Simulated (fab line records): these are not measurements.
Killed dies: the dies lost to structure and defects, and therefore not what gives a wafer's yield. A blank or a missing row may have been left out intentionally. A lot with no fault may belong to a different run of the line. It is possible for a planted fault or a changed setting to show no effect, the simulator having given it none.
Which tool is to blame? / flow n5 finfet / 27 wafers from 9 lots sampled at 6 of the route's 1938 steps

## WHAT THE GAUGES SHOWED, per wafer
N5_STI_FIN_REVEAL_THK_MEAS_05.
lot=L415; measured=day 2 09:59; on=film metro-02; thk nm (nm)=133.2 131.3 133.0
lot=L416; measured=day 2 15:33; on=film metro-01; thk nm (nm)=132.6 132.8 133.5
lot=L418; measured=day 3 04:41; on=film metro-02; thk nm (nm)=132.8 133.9 134.0
lot=L419; measured=day 3 12:32; on=film metro-02; thk nm (nm)=129.6 130.6 130.4
lot=L423; measured=day 4 10:43; on=film metro-01; thk nm (nm)=131.7 133.4 133.5
lot=L425; measured=day 4 23:16; on=film metro-02; thk nm (nm)=131.3 131.1 131.5
lot=L428; measured=day 5 17:17; on=film metro-02; thk nm (nm)=133.6 132.5 131.7
lot=L429; measured=day 5 22:24; on=film metro-01; thk nm (nm)=131.2 131.0 132.5
lot=L438; measured=day 8 03:23; on=film metro-02; thk nm (nm)=133.3 132.9 134.2

N5_STI_FIN_REVEAL_FIN_H_MEAS_10.
lot=L415; measured=day 2 13:11; on=ocd-01; trench depth nm (nm)=51.8 52.1 52.5
lot=L416; measured=day 2 18:46; on=ocd-02; trench depth nm (nm)=52.4 52.4 52.1
lot=L418; measured=day 3 08:15; on=ocd-01; trench depth nm (nm)=51.3 51.2 52.0
lot=L419; measured=day 3 15:51; on=ocd-01; trench depth nm (nm)=51.7 52.3 52.3
lot=L423; measured=day 4 13:57; on=ocd-02; trench depth nm (nm)=53.1 52.6 52.4
lot=L425; measured=day 5 02:30; on=ocd-01; trench depth nm (nm)=51.0 50.7 49.7
lot=L428; measured=day 5 20:36; on=ocd-01; trench depth nm (nm)=47.6 46.5 47.2
lot=L429; measured=day 6 01:39; on=ocd-01; trench depth nm (nm)=45.8 45.9 45.3
lot=L438; measured=day 8 06:35; on=ocd-02; trench depth nm (nm)=51.3 51.6 52.2

N5_BEOL_M4_RC_MEAS_101.
lot=L415; measured=day 7 23:52; on=prober-02; DIBL_N (mV/V)=35.7 35.3 35.8; DIBL_P (mV/V)=35.0 35.4 34.5; IOFF_N (nA/um)=0.134 0.138 0.142; IOFF_N_85C (nA/um)=2.7 2.8 2.9; IOFF_N_LIN (nA/um)=0.065 0.067 0.069; IOFF_P (nA/um)=0.193 0.200 0.189; IOFF_P_85C (nA/um)=3.4 3.5 3.3; ION_N (uA/um)=674 667 685; ION_P (uA/um)=457 464 461; SS_N (mV/dec)=71.2 71.4 71.5; SS_P (mV/dec)=72.5 72.0 72.8; VT_N (mV)=250.6 248.9 250.2; VT_P (mV)=-250.8 -251.9 -252.8
lot=L416; measured=day 8 08:29; on=prober-01; DIBL_N (mV/V)=35.7 36.7 35.8; DIBL_P (mV/V)=35.7 36.6 35.5; IOFF_N (nA/um)=0.152 0.157 0.149; IOFF_N_85C (nA/um)=2.9 3.0 2.9; IOFF_N_LIN (nA/um)=0.071 0.074 0.069; IOFF_P (nA/um)=0.207 0.215 0.198; IOFF_P_85C (nA/um)=3.6 3.7 3.5; ION_N (uA/um)=677 676 664; ION_P (uA/um)=464 468 460; SS_N (mV/dec)=71.3 71.8 71.7; SS_P (mV/dec)=73.3 73.8 74.5; VT_N (mV)=249.9 249.4 251.1; VT_P (mV)=-250.3 -251.7 -249.5
lot=L418; measured=day 8 18:28; on=prober-01; DIBL_N (mV/V)=37.2 38.2 34.9; DIBL_P (mV/V)=39.2 39.4 36.1; IOFF_N (nA/um)=0.161 0.176 0.127; IOFF_N_85C (nA/um)=3.1 3.3 2.6; IOFF_N_LIN (nA/um)=0.074 0.078 0.061; IOFF_P (nA/um)=0.217 0.220 0.173; IOFF_P_85C (nA/um)=3.7 3.7 3.0; ION_N (uA/um)=673 674 660; ION_P (uA/um)=462 460 453; SS_N (mV/dec)=71.3 72.0 71.1; SS_P (mV/dec)=73.6 73.9 72.8; VT_N (mV)=252.4 250.6 256.3; VT_P (mV)=-251.4 -250.6 -252.3
lot=L419; measured=day 8 18:59; on=prober-02; DIBL_N (mV/V)=35.9 34.8 36.2; DIBL_P (mV/V)=35.7 34.6 35.7; IOFF_N (nA/um)=0.146 0.130 0.145; IOFF_N_85C (nA/um)=2.9 2.6 2.9; IOFF_N_LIN (nA/um)=0.068 0.063 0.069; IOFF_P (nA/um)=0.173 0.158 0.171; IOFF_P_85C (nA/um)=3.1 2.9 3.1; ION_N (uA/um)=668 665 664; ION_P (uA/um)=450 448 456; SS_N (mV/dec)=71.1 70.9 70.9; SS_P (mV/dec)=73.6 73.4 73.4; VT_N (mV)=250.3 251.9 248.6; VT_P (mV)=-254.6 -256.9 -255.1
lot=L423; measured=day 9 22:48; on=prober-01; DIBL_N (mV/V)=35.8 37.2 34.7; DIBL_P (mV/V)=36.1 38.0 35.6; IOFF_N (nA/um)=0.159 0.187 0.134; IOFF_N_85C (nA/um)=3.1 3.5 2.7; IOFF_N_LIN (nA/um)=0.075 0.085 0.065; IOFF_P (nA/um)=0.205 0.236 0.195; IOFF_P_85C (nA/um)=3.5 4.0 3.4; ION_N (uA/um)=677 683 658; ION_P (uA/um)=461 462 456; SS_N (mV/dec)=71.3 71.7 70.5; SS_P (mV/dec)=73.3 73.5 73.3; VT_N (mV)=249.3 245.6 251.4; VT_P (mV)=-251.5 -248.7 -252.2
lot=L425; measured=day 10 14:41; on=prober-02; DIBL_N (mV/V)=35.1 34.4 33.7; DIBL_P (mV/V)=37.2 36.2 35.3; IOFF_N (nA/um)=0.155 0.144 0.133; IOFF_N_85C (nA/um)=3.1 3.0 2.7; IOFF_N_LIN (nA/um)=0.073 0.070 0.063; IOFF_P (nA/um)=0.237 0.221 0.204; IOFF_P_85C (nA/um)=3.9 3.7 3.5; ION_N (uA/um)=672 669 662; ION_P (uA/um)=468 458 461; SS_N (mV/dec)=71.5 71.2 71.7; SS_P (mV/dec)=73.1 73.0 72.8; VT_N (mV)=249.5 250.6 252.6; VT_P (mV)=-246.7 -246.5 -252.6
lot=L428; measured=day 11 04:31; on=prober-01; DIBL_N (mV/V)=48.2 48.2 48.5; DIBL_P (mV/V)=40.3 37.9 39.7; IOFF_N (nA/um)=0.894 0.813 0.922; IOFF_N_85C (nA/um)=13.2 12.0 13.3; IOFF_N_LIN (nA/um)=0.094 0.083 0.097; IOFF_P (nA/um)=0.416 0.297 0.351; IOFF_P_85C (nA/um)=6.4 4.8 5.6; ION_N (uA/um)=622 621 624; ION_P (uA/um)=427 423 427; SS_N (mV/dec)=86.5 87.4 87.5; SS_P (mV/dec)=77.8 75.6 76.0; VT_N (mV)=250.5 254.3 247.8; VT_P (mV)=-250.2 -251.4 -250.1
lot=L429; measured=day 11 04:29; on=prober-02; DIBL_N (mV/V)=48.2 46.2 50.2; DIBL_P (mV/V)=42.8 38.9 39.3; IOFF_N (nA/um)=0.974 0.755 1.287; IOFF_N_85C (nA/um)=14.2 11.5 18.2; IOFF_N_LIN (nA/um)=0.109 0.097 0.097; IOFF_P (nA/um)=0.672 0.364 0.469; IOFF_P_85C (nA/um)=9.6 5.8 7.1; ION_N (uA/um)=626 622 609; ION_P (uA/um)=426 426 421; SS_N (mV/dec)=85.2 84.3 93.4; SS_P (mV/dec)=80.9 77.0 79.0; VT_N (mV)=246.9 248.8 252.6; VT_P (mV)=-247.7 -249.2 -251.6
lot=L438; measured=day 13 20:34; on=prober-02; DIBL_N (mV/V)=37.5 36.8 38.2; DIBL_P (mV/V)=37.3 37.3 38.1; IOFF_N (nA/um)=0.160 0.155 0.175; IOFF_N_85C (nA/um)=3.2 3.1 3.5; IOFF_N_LIN (nA/um)=0.075 0.075 0.081; IOFF_P (nA/um)=0.168 0.173 0.183; IOFF_P_85C (nA/um)=3.1 3.2 3.3; ION_N (uA/um)=675 675 691; ION_P (uA/um)=452 458 461; SS_N (mV/dec)=72.1 70.9 71.8; SS_P (mV/dec)=73.6 73.6 73.1; VT_N (mV)=248.8 248.2 247.3; VT_P (mV)=-257.4 -256.5 -256.1

## WHAT TOOL EACH LOT RAN ON (gives the tool, then ch and the chambers of the sampled wafers, and finally the start)
lot=L415; N5_FIN_CUT_CUT_ETCH_15=rie si-05 ch 0,1,2, day 2 04:07; N5_STI_FIN_REVEAL_RECESS_09=vapor etch-01 ch 0,1, day 2 10:29; N5_DUMMY_GATE_CMP_04=cmp-02 ch 0,1,2, day 2 18:08
lot=L416; N5_FIN_CUT_CUT_ETCH_15=rie si-05 ch 0,1,3, day 2 09:26; N5_STI_FIN_REVEAL_RECESS_09=vapor etch-01 ch 0,1, day 2 16:02; N5_DUMMY_GATE_CMP_04=cmp-03 ch 0,2,3, day 2 22:52
lot=L418; N5_FIN_CUT_CUT_ETCH_15=rie si-01 ch 0,3, day 2 21:56; N5_STI_FIN_REVEAL_RECESS_09=vapor etch-01 ch 0,1, day 3 05:11; N5_DUMMY_GATE_CMP_04=cmp-03 ch 0,1,2, day 3 12:31
lot=L419; N5_FIN_CUT_CUT_ETCH_15=rie si-03 ch 0,2,3, day 3 05:09; N5_STI_FIN_REVEAL_RECESS_09=vapor etch-02 ch 0,1, day 3 13:07; N5_DUMMY_GATE_CMP_04=cmp-04 ch 0,1,2, day 3 19:53
lot=L423; N5_FIN_CUT_CUT_ETCH_15=rie si-03 ch 0,1,3, day 4 05:00; N5_STI_FIN_REVEAL_RECESS_09=vapor etch-02 ch 0,1, day 4 11:15; N5_DUMMY_GATE_CMP_04=cmp-04 ch 1,2,3, day 4 18:02
lot=L425; N5_FIN_CUT_CUT_ETCH_15=rie si-01 ch 1,2, day 4 17:33; N5_STI_FIN_REVEAL_RECESS_09=vapor etch-01 ch 0,1, day 4 23:46; N5_DUMMY_GATE_CMP_04=cmp-02 ch 2,3, day 5 06:53
lot=L428; N5_FIN_CUT_CUT_ETCH_15=rie si-03 ch 0,2,3, day 5 11:34; N5_STI_FIN_REVEAL_RECESS_09=vapor etch-02 ch 0,1, day 5 18:26; N5_DUMMY_GATE_CMP_04=cmp-04 ch 1,2,3, day 6 00:41
lot=L429; N5_FIN_CUT_CUT_ETCH_15=rie si-03 ch 1,2,3, day 5 16:41; N5_STI_FIN_REVEAL_RECESS_09=vapor etch-02 ch 0,1, day 5 22:55; N5_DUMMY_GATE_CMP_04=cmp-03 ch 0,1,3, day 6 05:43
lot=L438; N5_FIN_CUT_CUT_ETCH_15=rie si-03 ch 0,2, day 7 21:37; N5_STI_FIN_REVEAL_RECESS_09=vapor etch-01 ch 0,1, day 8 04:24; N5_DUMMY_GATE_CMP_04=cmp-04 ch 1,3, day 8 11:19
- N5_FIN_CUT_CUT_ETCH_15: etches Si in HBr/Cl2/O2, target depth 100 nm, bt time 10 s, time 42.4 s.
- N5_STI_FIN_REVEAL_RECESS_09: chemistry HF/NH3, target SiO2, afs cycles 11, target depth 42.5 nm, sublimation time 60 s.
- N5_DUMMY_GATE_CMP_04: polishes a-Si.

## WHAT THE TOOLS THEMSELVES READ (means of the sampled wafers that have a number; where no wafer has one, the mark that the record gives instead)
N5_FIN_CUT_CUT_ETCH_15.
lot=L415; tool=rie si-05; drypump motor current A (A)=5.7; oes product au (a.u.)=0.993; throttle valve pct (%)=37.0
lot=L416; tool=rie si-05; drypump motor current A (A)=6.2; oes product au (a.u.)=0.995; throttle valve pct (%)=37.1
lot=L418; tool=rie si-01; drypump motor current A (A)=5.5; oes product au (a.u.)=1.007; throttle valve pct (%)=37.0
lot=L419; tool=rie si-03; drypump motor current A (A)=5.4; oes product au (a.u.)=1.005; throttle valve pct (%)=37.2
lot=L423; tool=rie si-03; drypump motor current A (A)=5.5; oes product au (a.u.)=0.991; throttle valve pct (%)=37.3
lot=L425; tool=rie si-01; drypump motor current A (A)=6.0; oes product au (a.u.)=1.004; throttle valve pct (%)=37.2
lot=L428; tool=rie si-03; drypump motor current A (A)=5.4; oes product au (a.u.)=1.005; throttle valve pct (%)=37.2
lot=L429; tool=rie si-03; drypump motor current A (A)=5.4; oes product au (a.u.)=1.008; throttle valve pct (%)=37.0
lot=L438; tool=rie si-03; drypump motor current A (A)=5.4; oes product au (a.u.)=1.012; throttle valve pct (%)=37.0

N5_STI_FIN_REVEAL_RECESS_09.
lot=L415; tool=vapor etch-01; drypump motor current A (A)=6.1; temp c (C)=30.05
lot=L416; tool=vapor etch-01; drypump motor current A (A)=5.9; temp c (C)=30.05
lot=L418; tool=vapor etch-01; drypump motor current A (A)=6.1; temp c (C)=30.05
lot=L419; tool=vapor etch-02; drypump motor current A (A)=5.5; temp c (C)=30.11
lot=L423; tool=vapor etch-02; drypump motor current A (A)=5.5; temp c (C)=29.98
lot=L425; tool=vapor etch-01; drypump motor current A (A)=6.1; temp c (C)=30.00
lot=L428; tool=vapor etch-02; drypump motor current A (A)=5.5; temp c (C)=30.03
lot=L429; tool=vapor etch-02; drypump motor current A (A)=5.5; temp c (C)=29.98
lot=L438; tool=vapor etch-01; drypump motor current A (A)=6.2; temp c (C)=30.08

N5_DUMMY_GATE_CMP_04.
lot=L415; tool=cmp-02; motor current A (A)=10.3; time to endpoint s (s)=16.1
lot=L416; tool=cmp-03; motor current A (A)=10.1; time to endpoint s (s)=14.9
lot=L418; tool=cmp-03; motor current A (A)=9.7; time to endpoint s (s)=11.0
lot=L419; tool=cmp-04; motor current A (A)=9.9; time to endpoint s (s)=10.9
lot=L423; tool=cmp-04; motor current A (A)=10.1; time to endpoint s (s)=13.7
lot=L425; tool=cmp-02; motor current A (A)=10.1; time to endpoint s (s)=14.8
lot=L428; tool=cmp-04; motor current A (A)=9.6; time to endpoint s (s)=13.9
lot=L429; tool=cmp-03; motor current A (A)=9.2; time to endpoint s (s)=15.7
lot=L438; tool=cmp-04; motor current A (A)=8.7; time to endpoint s (s)=14.5

## THE ANSWER, worked out from the rows above alone
Rule: the lots themselves supply what counts as usual. The widest of any qualifying gaps counts: lots, ordered by their means at a reading, are off when they make up no more than a third of the lots, leave a main group of 4 or more, and stand apart from it by 3 or more times the standard deviation of that group's means. If all means in a main group match to the digits the tables above print for the reading, that group is not used. A lot without any number at a reading at which 4 lots or more have one is off too. Any other lot the step has rows for is counted as sound. Order of review: gauges by route order, followed by the tools' own readings, for which a lot's mean as printed above is used. At the first step where some lot is off, the reading lying furthest off is the one used; lots without a number count as furthest.
Off at N5_STI_FIN_REVEAL_FIN_H_MEAS_10 (trench depth nm): L428, L429. Mean 51.8 nm and standard deviation 0.67 in the main group.
A tool fits if, at a process step before that reading, it ran every lot that is off, and no sound lot after the first of them. The gauges at N5_STI_FIN_REVEAL_FIN_H_MEAS_10 aren't tried: what is off there is off at N5_BEOL_M4_RC_MEAS_101 too, on other tools, and a gauge's error can't cause that. One candidate fits, namely vapor etch-02 at N5_STI_FIN_REVEAL_RECESS_09. Its last sound lot is L423 (day 4 11:15), its first lot that is off L428 (day 5 18:26): a fault that began between those two fits.

## WHAT THE SIMULATOR PUT IN
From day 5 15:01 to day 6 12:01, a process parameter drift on vapor etch-02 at N5_STI_FIN_REVEAL_RECESS_09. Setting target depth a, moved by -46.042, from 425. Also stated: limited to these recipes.
Shown lots that were struck: L428, L429. The rule above found the same.
